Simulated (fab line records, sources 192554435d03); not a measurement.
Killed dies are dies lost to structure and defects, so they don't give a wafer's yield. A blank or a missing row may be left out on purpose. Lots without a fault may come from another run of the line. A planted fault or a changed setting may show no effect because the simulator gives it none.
Chamber matching | flow n5_finfet | N5_MOL_CONTACT_COAG_CMP_23 on cmp-02: 4 sister chambers
The step polishes, stops on SiO2, t overpolish 1.5 s, target thk 0 nm. 16 wafers are shown with their chamber, then 8 later ones without.

WAFERS WITH THEIR CHAMBER
wafer  | chamber | motor_current_A (A) | time_to_endpoint_s (s) | platen_rpm (rpm)
L080.1 | 1       | 8.5                 | 14                     | 50.30
L080.5 | 1       | 8.7                 | 14                     | 50.28
L080.6 | 2       | 8.9                 | 10                     | 50.32
L083.1 | 2       | 8.1                 | 9                      | 50.34
L083.2 | 3       | 7.6                 | 6                      | 50.24
L083.5 | 2       | 8.5                 | 7                      | 50.29
L084.1 | 0       | 8.6                 | 10                     | 50.26
L084.3 | 1       | 8.4                 | 8                      | 50.26
L084.4 | 2       | 8.7                 | 8                      | 50.33
L087.1 | 1       | 8.8                 | 12                     | 50.26
L087.2 | 3       | 7.5                 | 9                      | 50.32
L087.3 | 0       | 8.8                 | 12                     | 50.28
L088.3 | 1       | 8.1                 | 12                     | 50.31
L088.5 | 0       | 8.8                 | 11                     | 50.28
L088.6 | 3       | 7.4                 | 7                      | 50.27
L089.1 | 1       | 8.8                 | 9                      | 50.23

SIGNATURES (means of the wafers above)
reading            | chamber 0 | chamber 1 | chamber 2 | chamber 3 | scatter within a chamber
motor_current_A    | 8.733     | 8.550     | 8.550     | 7.500     | 0.254
time_to_endpoint_s | 11.00     | 11.50     | 8.50      | 7.33      | 1.9
platen_rpm         | 50.2733   | 50.2733   | 50.3200   | 50.2767   | 0.0278
Rule: a wafer's distance from a chamber is the root of the sum, over the readings, of the square of ((its reading less the chamber's mean) divided by the reading's scatter). The wafer belongs to the nearest chamber; if the next one is less than 2 further off, it can't be placed. The scatter: the root of (the sum of the squares of (reading less its chamber's mean) over the shown wafers, divided by (wafers less chambers)).

WAFERS WITHOUT THEIR CHAMBER
wafer  | motor_current_A (A) | time_to_endpoint_s (s) | platen_rpm (rpm)
L089.2 | 8.4                 | 9                      | 50.30
L089.5 | 9.6                 | 9                      | 50.29
L092.1 | 8.8                 | 7                      | 50.26
L092.2 | 8.2                 | 12                     | 50.28
L092.3 | 7.5                 | 6                      | 50.32
L096.2 | 7.7                 | 8                      | 50.24
L096.3 | 8.1                 | 11                     | 50.28
L096.6 | 8.1                 | 11                     | 50.25

WHICH CHAMBER EACH WENT THROUGH
wafer  | from the rows above               | in truth
L089.2 | can't be placed: 2 or 1 or 0      | 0
L089.5 | can't be placed: 0 or 2 or 1      | 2
L092.1 | can't be placed: 0 or 2 or 1      | 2
L092.2 | can't be placed: 1 or 0 or 2      | 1
L092.3 | 3                                 | 3
L096.2 | 3                                 | 3
L096.3 | can't be placed: 1 or 0 or 2 or 3 | 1
L096.6 | can't be placed: 1 or 0 or 3 or 2 | 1
Placed correctly: 2 of 8. Can't be placed from these rows: 6 (the true chamber is among the candidates in 6). Placed wrongly: 0.
